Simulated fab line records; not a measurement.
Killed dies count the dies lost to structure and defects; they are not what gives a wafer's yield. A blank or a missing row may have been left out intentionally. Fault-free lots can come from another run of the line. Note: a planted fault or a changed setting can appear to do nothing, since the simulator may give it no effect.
A sampling plan put to the test / flow nand-harc / one fab line, 16 faults that these records tell of, each judged on the records of the lots that it struck
The line's own looks make up the plan; these are the steps of the route where a gauge or inspection reads the wafer and leaves it unchanged. Where struck wafers have a number at a look and the file lists that look's usual mean and standard deviation on fault-free wafers, the look can be judged. Caught: 4 or more of those standard deviations (sigma) separate the usual mean from the mean of the struck wafers at a look after the fault's first step. On the tool: the test repeated on the tool's own readings taken at the fault's steps. It also counts as caught if the struck wafers ran another recipe or if their record alone is blank.

== THE FAULTS, as the simulator had put them in ==
1. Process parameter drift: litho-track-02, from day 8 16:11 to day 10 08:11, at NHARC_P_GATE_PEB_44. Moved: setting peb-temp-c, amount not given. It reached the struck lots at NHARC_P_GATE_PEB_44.
2. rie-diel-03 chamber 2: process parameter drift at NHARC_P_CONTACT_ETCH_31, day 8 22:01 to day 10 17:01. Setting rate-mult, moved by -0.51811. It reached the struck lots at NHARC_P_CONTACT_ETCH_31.
3. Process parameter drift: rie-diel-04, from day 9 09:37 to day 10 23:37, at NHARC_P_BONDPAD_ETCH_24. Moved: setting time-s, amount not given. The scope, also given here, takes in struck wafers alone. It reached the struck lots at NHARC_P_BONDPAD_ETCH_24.
4. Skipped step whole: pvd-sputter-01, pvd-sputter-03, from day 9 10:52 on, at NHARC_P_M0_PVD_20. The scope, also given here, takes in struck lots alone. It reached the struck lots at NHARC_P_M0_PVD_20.
5. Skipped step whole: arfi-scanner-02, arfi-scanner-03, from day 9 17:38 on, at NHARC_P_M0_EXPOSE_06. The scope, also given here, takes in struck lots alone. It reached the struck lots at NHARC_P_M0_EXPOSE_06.
6. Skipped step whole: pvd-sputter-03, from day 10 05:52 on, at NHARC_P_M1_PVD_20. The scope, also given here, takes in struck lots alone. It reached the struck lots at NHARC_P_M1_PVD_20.
7. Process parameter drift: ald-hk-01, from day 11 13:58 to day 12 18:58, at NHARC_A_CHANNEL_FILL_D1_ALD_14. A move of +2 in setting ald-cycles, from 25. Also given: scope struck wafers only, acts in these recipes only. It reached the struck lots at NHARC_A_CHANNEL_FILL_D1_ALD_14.
8. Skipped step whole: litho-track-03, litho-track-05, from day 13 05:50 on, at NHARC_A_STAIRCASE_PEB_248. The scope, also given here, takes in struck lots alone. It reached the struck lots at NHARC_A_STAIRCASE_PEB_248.
9. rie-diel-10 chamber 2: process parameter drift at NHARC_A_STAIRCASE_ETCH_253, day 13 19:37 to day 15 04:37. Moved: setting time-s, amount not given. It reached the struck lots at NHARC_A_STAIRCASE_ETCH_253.
10. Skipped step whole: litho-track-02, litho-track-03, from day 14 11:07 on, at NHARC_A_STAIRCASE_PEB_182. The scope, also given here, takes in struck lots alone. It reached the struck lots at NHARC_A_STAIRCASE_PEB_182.
11. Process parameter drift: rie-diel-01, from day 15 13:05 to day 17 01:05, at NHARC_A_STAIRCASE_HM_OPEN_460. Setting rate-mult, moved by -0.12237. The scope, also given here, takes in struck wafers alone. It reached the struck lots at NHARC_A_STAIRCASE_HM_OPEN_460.
12. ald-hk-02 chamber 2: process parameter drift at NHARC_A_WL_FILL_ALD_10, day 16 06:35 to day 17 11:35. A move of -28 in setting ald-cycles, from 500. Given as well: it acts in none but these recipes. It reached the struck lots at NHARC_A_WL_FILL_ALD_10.
13. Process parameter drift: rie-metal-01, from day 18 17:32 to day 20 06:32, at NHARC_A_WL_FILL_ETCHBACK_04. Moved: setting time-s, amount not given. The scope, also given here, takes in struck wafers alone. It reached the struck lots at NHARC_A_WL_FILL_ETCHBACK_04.
14. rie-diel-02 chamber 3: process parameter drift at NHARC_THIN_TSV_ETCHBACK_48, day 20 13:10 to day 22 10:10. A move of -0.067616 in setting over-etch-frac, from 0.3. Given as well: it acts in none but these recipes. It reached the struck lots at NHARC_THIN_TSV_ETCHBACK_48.
15. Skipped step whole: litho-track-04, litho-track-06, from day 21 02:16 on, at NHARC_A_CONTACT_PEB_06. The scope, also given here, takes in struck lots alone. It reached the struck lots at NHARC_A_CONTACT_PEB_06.
16. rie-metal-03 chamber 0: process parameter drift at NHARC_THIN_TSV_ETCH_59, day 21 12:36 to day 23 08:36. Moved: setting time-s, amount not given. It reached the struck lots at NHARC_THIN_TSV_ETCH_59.

== WHAT THE PLAN SAW ==
fault=1; on the tool itself=plate-temp-C +10 sigma; first look that catches it=not the one look that can be judged after it; reading, sigma=-; median hours from its first step to that look=-; hours from the fault's start to the first struck lot there=-; judged looks passed uncaught=1
fault=2; on the tool itself=oes-product-au -31 sigma; first look that catches it=no look after it can be judged; reading, sigma=-; median hours from its first step to that look=-; hours from the fault's start to the first struck lot there=-; judged looks passed uncaught=0
fault=3; on the tool itself=run-length-s -41 sigma; first look that catches it=no look after it can be judged; reading, sigma=-; median hours from its first step to that look=-; hours from the fault's start to the first struck lot there=-; judged looks passed uncaught=0
fault=4; on the tool itself=the tool's record is blank for the struck wafers; first look that catches it=not the one look that can be judged after it; reading, sigma=-; median hours from its first step to that look=-; hours from the fault's start to the first struck lot there=-; judged looks passed uncaught=1
fault=5; on the tool itself=no reading that can be judged; first look that catches it=no look after it can be judged; reading, sigma=-; median hours from its first step to that look=-; hours from the fault's start to the first struck lot there=-; judged looks passed uncaught=0
fault=6; on the tool itself=the tool's record is blank for the struck wafers; first look that catches it=no look after it can be judged; reading, sigma=-; median hours from its first step to that look=-; hours from the fault's start to the first struck lot there=-; judged looks passed uncaught=0
fault=7; on the tool itself=under 2 sigma; first look that catches it=not the one look that can be judged after it; reading, sigma=-; median hours from its first step to that look=-; hours from the fault's start to the first struck lot there=-; judged looks passed uncaught=1
fault=8; on the tool itself=the tool's record is blank for the struck wafers; first look that catches it=no look after it can be judged; reading, sigma=-; median hours from its first step to that look=-; hours from the fault's start to the first struck lot there=-; judged looks passed uncaught=0
fault=9; on the tool itself=run-length-s -4.6 sigma; first look that catches it=not the one look that can be judged after it; reading, sigma=-; median hours from its first step to that look=-; hours from the fault's start to the first struck lot there=-; judged looks passed uncaught=1
fault=10; on the tool itself=the tool's record is blank for the struck wafers; first look that catches it=no look after it can be judged; reading, sigma=-; median hours from its first step to that look=-; hours from the fault's start to the first struck lot there=-; judged looks passed uncaught=0
fault=11; on the tool itself=oes-product-au -11 sigma; first look that catches it=NHARC_END_SORT_01; reading, sigma=killed-at-array +85; median hours from its first step to that look=191.6; hours from the fault's start to the first struck lot there=192; judged looks passed uncaught=0
fault=12; on the tool itself=under 2 sigma; first look that catches it=not the one look that can be judged after it; reading, sigma=-; median hours from its first step to that look=-; hours from the fault's start to the first struck lot there=-; judged looks passed uncaught=1
fault=13; on the tool itself=run-length-s -16 sigma; first look that catches it=not the one look that can be judged after it; reading, sigma=-; median hours from its first step to that look=-; hours from the fault's start to the first struck lot there=-; judged looks passed uncaught=1
fault=14; on the tool itself=under 2 sigma; first look that catches it=not the one look that can be judged after it; reading, sigma=-; median hours from its first step to that look=-; hours from the fault's start to the first struck lot there=-; judged looks passed uncaught=1
fault=15; on the tool itself=the tool's record is blank for the struck wafers; first look that catches it=no look after it can be judged; reading, sigma=-; median hours from its first step to that look=-; hours from the fault's start to the first struck lot there=-; judged looks passed uncaught=0
fault=16; on the tool itself=run-length-s +39 sigma; first look that catches it=not the one look that can be judged after it; reading, sigma=strongest: killed-at-periphery at NHARC_END_SORT_01, +2.4; median hours from its first step to that look=-; hours from the fault's start to the first struck lot there=-; judged looks passed uncaught=1
A dash: the fault isn't caught, or these records don't give the number.

Caught at a look: 1 of 16. Caught on the tool: 12 of 16. By one or the other: 12 of 16.
Faults caught by the tool alone: 1, 2, 3, 4, 6, 8, 9, 10, 13, 15, 16.
Caught by neither: faults 5, 7, 12, 14.

== THINNER SAMPLING ==
In the worst case, this is how late the first struck lot would be measured if the look that catches a fault measured only every second or every third lot, by lot number:
fault=11; struck lots at that look, in order of time=L747, L749, L748; every lot=192 h; every second lot=211 h; every third lot=211 h
Hours: fault start to first struck lot measured. Since the struck wafers were tested as one group against 4 sigma, a single lot by itself may lie under the limit. Other struck lots may not be in these records.

== THE LONGEST TIMED WAY FROM STEP TO LOOK ==
For fault 11, NHARC_A_STAIRCASE_HM_OPEN_460 and NHARC_END_SORT_01 are separated by a median of 191.6 hours. No look between them can be judged.
